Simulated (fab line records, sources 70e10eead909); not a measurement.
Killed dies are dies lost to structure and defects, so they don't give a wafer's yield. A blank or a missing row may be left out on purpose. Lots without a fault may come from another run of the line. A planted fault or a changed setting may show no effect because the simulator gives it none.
One fault seen from 2 desks | flow nand_harc | each desk has only its own numbers; what lay behind them comes last

THE DEFECT DESK
What the inspections along the route counted, lot by lot: means of the sampled wafers that have a number. A lot is out of limits, marked OUT, if its mean lies more than 4 standard deviations from the usual mean; the brackets give that distance.
Columns: A = raw_defect_count at NHARC_P_M0_INSPECT_27, usual 294
lot  | first seen here | A
L670 | day 6 19:26     | 190
L673 | day 7 04:41     | 311
L674 | day 7 05:28     | 413
L678 | day 8 03:55     | 207
L677 | day 8 06:33     | 598
L680 | day 9 08:17     | 289
L681 | day 9 08:38     | 303
L679 | day 9 09:29     | 234
L687 | day 10 20:13    | 216
L688 | day 10 20:44    | 375
L689 | day 11 03:51    | 198
This desk's finding: nothing out of limits on any of the 11 lots.

THE TOOL OWNER'S DESK: rie_diel-11
The tool's own readings at NHARC_P_M1_ETCH_28 (etches the open film in CF4/N2, target depth 30 nm, time 72.99 s): means of the sampled wafers that have a number, for each lot that ran on this tool. A lot is out of limits, marked OUT, if its mean lies more than 4 standard deviations from the usual mean; the brackets give that distance.
Columns: A = drypump_motor_current_A at NHARC_P_M1_ETCH_28, usual 6.01 A; B = oes_product_au at NHARC_P_M1_ETCH_28, usual 0.997 a.u.; C = rf_vpp_V at NHARC_P_M1_ETCH_28, usual 314.7 V; D = showerhead_plenum_p_Torr at NHARC_P_M1_ETCH_28, usual 2.66 Torr; E = throttle_valve_pct at NHARC_P_M1_ETCH_28, usual 19.794 %
lot  | first seen here | A    | B     | C     | D    | E
L681 | day 9 10:49     | 6.06 | 0.997 | 314.6 | 2.63 | 19.794
L679 | day 9 11:43     | 6.07 | 0.992 | 314.2 | 2.63 | 19.794
L688 | day 10 23:04    | 6.06 | 0.994 | 314.4 | 2.63 | 19.795
L689 | day 11 06:11    | 6.19 | 0.995 | 312.9 | 2.55 | 19.793
This desk's finding: nothing out of limits on any of the 4 lots.

PUT TOGETHER
The defect desk saw nothing out of limits.
The tool owner's desk saw nothing out of limits.

WHAT THE SIMULATOR HAD PUT IN
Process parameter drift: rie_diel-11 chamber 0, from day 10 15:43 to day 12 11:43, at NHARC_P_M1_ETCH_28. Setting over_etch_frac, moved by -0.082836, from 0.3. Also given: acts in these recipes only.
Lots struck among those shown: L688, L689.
